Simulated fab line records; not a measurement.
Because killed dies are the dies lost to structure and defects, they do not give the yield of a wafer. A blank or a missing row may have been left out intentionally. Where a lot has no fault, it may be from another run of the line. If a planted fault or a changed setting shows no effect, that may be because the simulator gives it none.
Check for tools in common    flow n5-finfet    24 wafers sampled across 8 lots

## THE REASON FOR OPENING IT
At N5_BEOL_M6_THK_MEAS_53 the reading M6_THK is flagged on 2 of 8 lots. Fault-free wafers read 79.7 nm, with a standard deviation of 2.5.
Rule: a lot is flagged when every wafer of it that has a number lies more than 4 standard deviations from that mean, or none has a number. The rest of the lots are taken to be sound.

lot   measured      on             M6_THK (nm), wafer by wafer  flag
L829  day 10 04:08  film-metro-01  82.7 78.5 79.1               
L834  day 11 11:04  film-metro-01  294.3 296.1 292.7            FLAGGED
L835  day 11 20:29  film-metro-01  297.8 293.6 299.3            FLAGGED
L841  day 13 11:13  film-metro-01  83.7 78.6 78.3               
L843  day 13 14:04  film-metro-01  78.1 78.8 79.9               
L844  day 14 01:56  film-metro-02  77.7 77.7 81.1               
L845  day 14 10:41  film-metro-02  84.4 85.9 83.1               
L846  day 14 18:51  film-metro-02  81.2 81.0 81.8               
The numbers of the flagged lots are 295.6 nm on average: +215.9 nm against the usual, or +86 standard deviations.

## EACH LOT AND THE TOOL IT RAN ON
The record holds 3 process steps before the reading, out of a route of 1938 steps. Each cell gives the tool, then ch followed by the chambers the sampled wafers passed through, then the start.
lot   flag     N5_BEOL_M6_STRIP_36                 N5_BEOL_M6_PRE_CLEAN_45       N5_BEOL_M6_CMP_52
L829           rie-diel-02 ch 0,3, day 10 01:08    pvd-sputter-01, day 10 01:58  cmp-04 ch 0,1, day 10 03:50
L834  FLAGGED  rie-diel-01 ch 2,3, day 11 08:01    pvd-sputter-02, day 11 09:04  cmp-01 ch 0,2,3, day 11 10:51
L835  FLAGGED  rie-diel-01 ch 1,2,3, day 11 17:35  pvd-sputter-03, day 11 18:49  cmp-04 ch 0,1,2, day 11 20:16
L841           rie-diel-01 ch 0,2, day 13 06:41    pvd-sputter-03, day 13 07:46  cmp-04 ch 0,2, day 13 10:55
L843           rie-diel-05 ch 0,2,3, day 13 10:58  pvd-sputter-03, day 13 12:13  cmp-04 ch 0,2,3, day 13 13:46
L844           rie-diel-02 ch 0,1,3, day 13 23:15  pvd-sputter-03, day 14 00:24  cmp-04 ch 1,2,3, day 14 01:38
L845           rie-diel-01 ch 2,3, day 14 05:51    pvd-sputter-03, day 14 08:56  cmp-01 ch 0,2,3, day 14 10:23
L846           rie-diel-05 ch 0,1,3, day 14 16:35  pvd-sputter-02, day 14 17:21  cmp-02 ch 2,3, day 14 18:35
These steps, and what they do:
- N5_BEOL_M6_STRIP_36: strips in N2/H2.
- N5_BEOL_M6_PRE_CLEAN_45: time 30 s.
- N5_BEOL_M6_CMP_52: polishes, stops on SiCOH lowk, t overpolish 6.9 s, target thk 80 nm.
- N5_BEOL_M6_THK_MEAS_53: measures by xrf.

## FLAGGED OVER TOTAL, TOOL BY TOOL (the gauges that took the reading come last)
step                     tool            lots run  flagged  share of the flagged lots  sound lots run after its first flagged lot
N5_BEOL_M6_STRIP_36      rie-diel-01     4         2        all                        2 (L841,L845)
N5_BEOL_M6_STRIP_36      rie-diel-02     2         0        none                       -
N5_BEOL_M6_STRIP_36      rie-diel-05     2         0        none                       -
N5_BEOL_M6_PRE_CLEAN_45  pvd-sputter-01  1         0        none                       -
N5_BEOL_M6_PRE_CLEAN_45  pvd-sputter-02  2         1        some                       1 (L846)
N5_BEOL_M6_PRE_CLEAN_45  pvd-sputter-03  5         1        some                       4 (L841,L843,L844,L845)
N5_BEOL_M6_CMP_52        cmp-01          2         1        some                       1 (L845)
N5_BEOL_M6_CMP_52        cmp-02          1         0        none                       -
N5_BEOL_M6_CMP_52        cmp-04          5         1        some                       3 (L841,L843,L844)
N5_BEOL_M6_THK_MEAS_53   film-metro-01   5         2        all                        2 (L841,L843)
N5_BEOL_M6_THK_MEAS_53   film-metro-02   3         0        none                       -

## WHAT THE TABLE PERMITS
2 rows of the table ran every flagged lot: rie-diel-01 at N5_BEOL_M6_STRIP_36, film-metro-01 at N5_BEOL_M6_THK_MEAS_53.
- rie-diel-01 at N5_BEOL_M6_STRIP_36: 2 of its 4 lots flagged. Sound lots followed the first flagged one (L841, L845) on it, something a lasting fault affecting the whole tool could not allow.
- film-metro-01 at N5_BEOL_M6_THK_MEAS_53: 2 of its 5 lots flagged. Sound lots followed the first flagged one (L841, L843) on it, something a lasting fault affecting the whole tool could not allow.
No row of the table ran every flagged lot and no sound lot after the first.

## WHAT THE SIMULATOR PUT IN
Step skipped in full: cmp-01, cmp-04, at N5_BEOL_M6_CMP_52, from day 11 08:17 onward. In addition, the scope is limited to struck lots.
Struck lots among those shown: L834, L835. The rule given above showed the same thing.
